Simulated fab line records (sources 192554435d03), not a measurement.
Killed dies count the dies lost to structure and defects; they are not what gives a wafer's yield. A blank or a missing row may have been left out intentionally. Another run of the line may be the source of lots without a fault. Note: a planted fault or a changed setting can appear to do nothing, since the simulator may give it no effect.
Which of the tools did it?	flow n5_finfet	20 lots, 60 wafers sampled, at 5 steps of a route of 1938

WHAT THE GAUGES READ, wafer by wafer
N5_BEOL_M1_THK_MEAS_53: measures by xrf. Usual: for M1_THK the level is 41.0 nm and the standard deviation is 1.3.
lot	measured	on	M1_THK (nm)	flag
L074	day 6 16:10	film_metro-02	40.0 40.7 41.7	
L075	day 7 04:52	film_metro-02	40.2 42.3 41.7	
L076	day 7 04:44	film_metro-02	39.1 39.4 40.1	
L078	day 7 13:16	film_metro-02	41.5 42.4 43.8	
L077	day 7 21:04	film_metro-01	41.2 41.7 41.8	
L079	day 8 04:03	film_metro-01	40.3 40.5 41.1	
L080	day 8 09:07	film_metro-02	40.8 43.7 40.9	
L081	day 8 19:17	film_metro-01	40.1 41.4 42.4	
L082	day 9 14:28	film_metro-02	40.3 43.1 43.6	
L083	day 8 17:45	film_metro-01	40.3 40.5 43.2	
L085	day 9 16:41	film_metro-01	39.6 40.9 42.0	
L087	day 9 19:37	film_metro-01	42.5 41.8 42.0	
L089	day 10 19:12	film_metro-02	41.2 40.7 42.0	
L090	day 10 12:54	film_metro-01	39.6 42.0 41.6	
L091	day 10 21:46	film_metro-02	42.0 43.0 42.9	
L092	day 11 13:57	film_metro-02	40.8 41.6 41.2	
L093	day 11 14:34	film_metro-01	40.6 40.5 40.6	
L095	day 11 20:29	film_metro-02	39.6 40.2 40.5	
L094	day 12 04:41	film_metro-02	39.9 41.2 41.8	
L096	day 12 00:57	film_metro-02	39.2 38.7 41.5	

TOOL THAT RAN EACH LOT (tool first, then ch and the chambers of the sampled wafers, then the start)
lot	N5_BEOL_M1_STRIP_19	N5_BEOL_M1_DESCUM_33	N5_BEOL_M1_ETCH_69	N5_BEOL_M1_CMP_52
L074	rie_diel-02 ch 0,3, day 6 11:16	rie_diel-05 ch 1,2, day 6 11:47	rie_diel-05 ch 1,2, day 6 11:50	cmp-02 ch 0,1,2, day 6 15:56
L075	rie_diel-05 ch 0,2,3, day 6 16:59	rie_diel-05 ch 1,2,3, day 6 18:07	rie_diel-05 ch 1,2,3, day 6 18:10	cmp-03 ch 0,3, day 7 04:37
L076	rie_diel-05 ch 0,1,2, day 6 17:20	rie_diel-02 ch 0,3, day 6 18:10	rie_diel-02 ch 0,3, day 6 18:13	cmp-02 ch 0,2, day 7 04:27
L078	rie_diel-02 ch 0,2, day 7 05:13	rie_diel-05 ch 1,2, day 7 05:43	rie_diel-05 ch 1,2, day 7 05:46	cmp-03 ch 1,2, day 7 12:58
L077	rie_diel-04 ch 0,1,3, day 7 14:10	rie_diel-05 ch 2,3, day 7 14:42	rie_diel-05 ch 2,3, day 7 14:45	cmp-02 ch 0,2,3, day 7 20:53
L079	rie_diel-04 ch 2,3, day 7 14:53	rie_diel-04 ch 1,2,3, day 7 15:25	rie_diel-04 ch 1,2,3, day 7 15:28	cmp-01 ch 0,1,3, day 8 03:47
L080	rie_diel-05 ch 0,2,3, day 7 19:29	rie_diel-05 ch 0,1,2, day 7 20:08	rie_diel-05 ch 0,1,2, day 7 20:11	cmp-02 ch 2,3, day 8 08:49
L081	rie_diel-05 ch 0,1,3, day 7 23:15	rie_diel-02 ch 1,2, day 7 23:53	rie_diel-02 ch 1,2, day 7 23:56	cmp-02 ch 1,3, day 8 19:02
L082	rie_diel-02 ch 1,2,3, day 8 04:52	rie_diel-04 ch 0,2, day 8 05:23	rie_diel-04 ch 0,2, day 8 05:26	cmp-01 ch 0,2,3, day 9 14:13
L083	rie_diel-05 ch 1,3, day 8 09:13	rie_diel-02 ch 0,2, day 8 09:50	rie_diel-02 ch 0,2, day 8 09:54	cmp-03 ch 1,2, day 8 17:27
L085	rie_diel-04 ch 0,1,3, day 9 01:26	rie_diel-04 ch 0,1,3, day 9 01:57	rie_diel-04 ch 0,1,3, day 9 02:01	cmp-03 ch 0,1,3, day 9 16:31
L087	rie_diel-02 ch 0,1,3, day 9 04:02	rie_diel-04 ch 0,1,3, day 9 04:33	rie_diel-04 ch 0,1,3, day 9 04:36	cmp-03 ch 0,3, day 9 19:19
L089	rie_diel-02 ch 0,1, day 9 20:38	rie_diel-04 ch 0,1,2, day 9 21:08	rie_diel-04 ch 0,1,2, day 9 21:12	cmp-02 ch 0,1,3, day 10 18:55
L090	rie_diel-04 ch 0,1, day 10 04:38	rie_diel-02 ch 1,2,3, day 10 05:10	rie_diel-02 ch 1,2,3, day 10 05:13	cmp-01 ch 0,1,3, day 10 12:39
L091	rie_diel-02 ch 0,2,3, day 10 07:41	rie_diel-02 ch 2,3, day 10 08:35	rie_diel-02 ch 2,3, day 10 08:38	cmp-03 ch 0,1, day 10 21:28
L092	rie_diel-02 ch 0,2,3, day 10 15:37	rie_diel-02 ch 1,2, day 10 16:08	rie_diel-02 ch 1,2, day 10 16:11	cmp-01 ch 1,2,3, day 11 13:44
L093	rie_diel-04 ch 0,2, day 10 19:08	rie_diel-04 ch 0,2, day 10 19:47	rie_diel-04 ch 0,2, day 10 19:50	cmp-03 ch 1,3, day 11 14:16
L095	rie_diel-04 ch 0,1,3, day 11 08:37	rie_diel-05 ch 2,3, day 11 09:07	rie_diel-05 ch 2,3, day 11 09:10	cmp-01 ch 0,3, day 11 20:13
L094	rie_diel-05 ch 0,1,2, day 11 11:25	rie_diel-04 ch 0,1,2, day 11 11:56	rie_diel-04 ch 0,1,2, day 11 11:59	cmp-01 ch 0,1, day 12 04:23
L096	rie_diel-04 ch 0,3, day 11 17:15	rie_diel-02 ch 1,3, day 11 17:47	rie_diel-02 ch 1,3, day 11 17:50	cmp-01 ch 0,3, day 12 00:40
- N5_BEOL_M1_STRIP_19: strips in O2.
- N5_BEOL_M1_DESCUM_33: chemistry O2, time 7 s.
- N5_BEOL_M1_ETCH_69: etches SiARC in CF4, target depth 15.6 nm, time 26 s.
- N5_BEOL_M1_CMP_52: polishes, stops on SiOC, t overpolish 6.8 s, target thk 40 nm.

AS READ BY THE TOOLS THEMSELVES (means over the sampled wafers that have a number; for cases with no such wafer, the mark the record gives instead)
N5_BEOL_M1_STRIP_19. Usual: drypump_motor_current_A 5.8 A, standard deviation 0.52; o2_flow_sccm 224.9 sccm, standard deviation 0.62; oes_product_au 0.75 a.u., standard deviation 0.073; rf_vpp_V 3.7 V, standard deviation 0.47; showerhead_plenum_p_Torr 2.09 Torr, standard deviation 0.066; throttle_valve_pct 16.83 %, standard deviation 0.23.
lot	tool	drypump_motor_current_A (A)	o2_flow_sccm (sccm)	oes_product_au (a.u.)	rf_vpp_V (V)	showerhead_plenum_p_Torr (Torr)	throttle_valve_pct (%)	flag
L074	rie_diel-02	5.6	224.7	0.73	4.3	2.09	16.99	
L075	rie_diel-05	5.5	225.2	0.71	3.9	2.07	16.87	
L076	rie_diel-05	5.9	224.9	0.71	3.4	2.07	16.78	
L078	rie_diel-02	5.7	225.4	0.76	3.9	2.10	16.68	
L077	rie_diel-04	6.1	224.7	0.74	3.7	2.03	16.90	
L079	rie_diel-04	5.6	225.5	0.72	3.7	2.05	16.96	
L080	rie_diel-05	5.5	225.1	0.70	3.7	2.07	16.88	
L081	rie_diel-05	5.9	225.1	0.70	3.6	2.07	16.97	
L082	rie_diel-02	5.4	224.1	0.82	3.7	2.14	16.54	
L083	rie_diel-05	6.3	225.3	0.70	3.8	2.07	17.00	
L085	rie_diel-04	6.1	224.5	0.73	3.6	2.03	16.92	
L087	rie_diel-02	5.6	225.0	0.80	3.8	2.13	16.74	
L089	rie_diel-02	5.9	225.1	0.85	3.9	2.17	16.52	
L090	rie_diel-04	6.5	224.8	0.74	3.5	2.04	16.84	
L091	rie_diel-02	5.5	225.1	0.72	4.0	2.09	16.86	
L092	rie_diel-02	5.4	225.1	0.72	3.5	2.09	16.85	
L093	rie_diel-04	5.7	225.2	0.73	3.3	2.15	16.82	
L095	rie_diel-04	6.1	225.1	0.81	4.4	2.10	16.80	
L094	rie_diel-05	5.9	225.3	0.77	3.5	2.06	16.68	
L096	rie_diel-04	5.8	224.9	0.88	3.7	2.18	16.72	

N5_BEOL_M1_DESCUM_33. Usual: bias_power_w 20.00 W, standard deviation 0.057; drypump_motor_current_A 5.7 A, standard deviation 0.55; o2_flow_sccm 225.0 sccm, standard deviation 0.64; oes_product_au 0.75 a.u., standard deviation 0.077; rf_vpp_V 243.2 V, standard deviation 1.3; showerhead_plenum_p_Torr 2.09 Torr, standard deviation 0.063; throttle_valve_pct 20.52 %, standard deviation 0.26.
lot	tool	bias_power_w (W)	drypump_motor_current_A (A)	o2_flow_sccm (sccm)	oes_product_au (a.u.)	rf_vpp_V (V)	showerhead_plenum_p_Torr (Torr)	throttle_valve_pct (%)	flag
L074	rie_diel-05	20.09	5.9	225.0	0.71	243.2	2.06	20.44	
L075	rie_diel-05	20.05	6.0	225.2	0.72	242.9	2.07	20.63	
L076	rie_diel-02	20.00	5.6	225.1	0.73	243.1	2.08	20.75	
L078	rie_diel-05	19.95	6.3	225.2	0.71	242.5	2.07	20.55	
L077	rie_diel-05	19.98	5.6	224.9	0.72	242.4	2.07	20.74	
L079	rie_diel-04	20.04	5.9	225.1	0.74	242.2	2.06	20.63	
L080	rie_diel-05	19.97	5.9	225.4	0.70	242.6	2.07	20.52	
L081	rie_diel-02	19.97	5.7	224.6	0.83	243.8	2.15	20.16	
L082	rie_diel-04	19.99	5.9	224.6	0.74	243.2	2.12	20.54	
L083	rie_diel-02	19.97	5.7	225.3	0.74	243.0	2.10	20.44	
L085	rie_diel-04	19.98	6.1	225.3	0.73	241.6	2.02	20.67	
L087	rie_diel-04	20.03	6.1	224.4	0.72	242.1	2.02	20.67	
L089	rie_diel-04	20.04	6.1	225.3	0.74	242.7	2.09	20.58	
L090	rie_diel-02	19.99	5.4	225.0	0.79	244.8	2.14	20.33	
L091	rie_diel-02	20.04	5.3	225.1	0.74	243.0	2.09	20.41	
L092	rie_diel-02	19.96	5.8	225.3	0.86	244.8	2.18	20.10	
L093	rie_diel-04	19.95	5.7	224.9	0.73	244.1	2.14	20.57	
L095	rie_diel-05	19.96	5.5	225.4	0.85	242.7	2.06	20.33	
L094	rie_diel-04	19.98	6.1	224.6	0.73	242.6	2.08	20.59	
L096	rie_diel-02	19.99	5.2	225.8	0.78	243.7	2.12	20.48	

N5_BEOL_M1_ETCH_69. Usual: drypump_motor_current_A 5.7 A, standard deviation 0.54; etch_rf_on_time_s 26.0 s, standard deviation 0.38; mfc_ar_sccm 100.0 sccm, standard deviation 0.34; oes_product_au 0.64 a.u., standard deviation 0.067; rf_vpp_V 184.0 V, standard deviation 1.1; showerhead_plenum_p_Torr 2.14 Torr, standard deviation 0.064; throttle_valve_pct 15.73 %, standard deviation 0.26.
lot	tool	drypump_motor_current_A (A)	etch_rf_on_time_s (s)	mfc_ar_sccm (sccm)	oes_product_au (a.u.)	rf_vpp_V (V)	showerhead_plenum_p_Torr (Torr)	throttle_valve_pct (%)	flag
L074	rie_diel-05	5.9	26.2	100.4	0.61	183.4	2.12	15.71	
L075	rie_diel-05	5.9	26.3	100.3	0.61	184.1	2.12	15.86	
L076	rie_diel-02	5.6	26.5	100.0	0.62	184.2	2.13	15.94	
L078	rie_diel-05	6.3	25.8	100.0	0.61	183.2	2.12	15.81	
L077	rie_diel-05	5.6	26.7	100.5	0.61	184.2	2.12	15.94	
L079	rie_diel-04	5.9	25.5	100.0	0.64	184.0	2.11	15.82	
L080	rie_diel-05	5.8	26.2	100.2	0.60	183.2	2.12	15.78	
L081	rie_diel-02	5.7	25.9	100.2	0.71	184.1	2.20	15.35	
L082	rie_diel-04	5.9	26.3	99.8	0.62	184.4	2.17	15.76	
L083	rie_diel-02	5.7	25.8	100.0	0.63	184.2	2.14	15.62	
L085	rie_diel-04	6.1	26.1	99.9	0.61	183.3	2.07	15.87	
L087	rie_diel-04	6.1	26.2	99.8	0.62	183.7	2.07	15.87	
L089	rie_diel-04	6.1	25.9	99.7	0.63	184.2	2.14	15.77	
L090	rie_diel-02	5.4	25.7	100.2	0.69	184.4	2.18	15.53	
L091	rie_diel-02	5.3	26.1	99.8	0.63	184.2	2.14	15.59	
L092	rie_diel-02	5.8	25.9	100.2	0.73	184.4	2.23	15.33	
L093	rie_diel-04	5.7	25.9	99.9	0.63	184.0	2.19	15.77	
L095	rie_diel-05	5.5	26.2	99.9	0.73	183.2	2.10	15.51	
L094	rie_diel-04	6.1	25.9	99.9	0.62	184.8	2.13	15.80	
L096	rie_diel-02	5.1	25.8	99.9	0.66	184.3	2.18	15.70	

N5_BEOL_M1_CMP_52. Usual: barrier_field_endpoint_s 24.8 s, standard deviation 0.55; clearing_platen_rpm 50.001 rpm, standard deviation 0.025; motor_current_A 5.9 A, standard deviation 0.97; overpolish_run_s 6.799 s, standard deviation 0.0085; slurry_filter_dp_kPa 13.52 kPa, standard deviation 0.15; slurry_flow_ml_min 150.0, standard deviation 0.45; time_to_endpoint_s 63.3 s, standard deviation 2.
lot	tool	barrier_field_endpoint_s (s)	clearing_platen_rpm (rpm)	motor_current_A (A)	overpolish_run_s (s)	slurry_filter_dp_kPa (kPa)	slurry_flow_ml_min	time_to_endpoint_s (s)	flag
L074	cmp-02	25.0	50.007	6.2	6.807	13.55	149.6	62.5	
L075	cmp-03	24.8	50.006	5.4	6.799	13.48	150.6	64.4	
L076	cmp-02	24.5	50.015	6.2	6.789	13.51	149.7	61.5	
L078	cmp-03	24.7	49.979	5.3	6.794	13.43	150.4	66.4	
L077	cmp-02	25.9	50.002	6.0	6.795	13.53	149.7	63.2	
L079	cmp-01	24.8	50.008	5.6	6.794	13.52	150.2	65.4	
L080	cmp-02	24.4	50.001	6.3	6.803	13.67	150.1	61.6	
L081	cmp-02	25.1	50.016	6.2	6.799	13.54	149.9	63.5	
L082	cmp-01	25.5	50.013	5.6	6.798	13.58	150.3	64.7	
L083	cmp-03	25.5	50.008	5.3	6.803	13.46	150.3	63.7	
L085	cmp-03	24.4	50.005	6.2	6.807	13.38	149.6	62.2	
L087	cmp-03	25.2	50.003	6.4	6.800	13.50	149.5	63.7	
L089	cmp-02	24.8	49.995	6.1	6.801	13.45	150.4	61.8	
L090	cmp-01	24.6	50.029	5.7	6.799	13.43	150.2	62.5	
L091	cmp-03	24.9	50.005	5.9	6.800	13.53	150.1	62.7	
L092	cmp-01	25.7	49.985	6.2	6.798	13.67	149.9	64.6	
L093	cmp-03	24.1	50.012	7.2	6.805	13.54	149.9	61.6	
L095	cmp-01	24.9	49.990	5.2	6.802	13.49	150.3	60.8	
L094	cmp-01	25.2	50.015	5.0	6.803	13.68	150.1	62.7	
L096	cmp-01	24.4	49.999	5.9	6.796	13.48	149.6	63.5	

THE ANSWER, worked out from the rows above alone
Rule: take the mean of a lot's wafers that have a number; if it is more than 3 standard deviations from the usual mean, the lot is off. Also off: a lot with no number at a reading for which 4 or more lots have one. Where the step has rows for the other lots, those lots are counted as sound. After the gauges, taken in route order, come the tools' own readings; for these a lot's mean is taken, as printed above. At the first step where some lot is off, the reading lying furthest off is the one used; lots without a number count as furthest.
None of the lots is off at any reading shown; this tells nothing.

WHAT THE SIMULATOR HAD PUT IN
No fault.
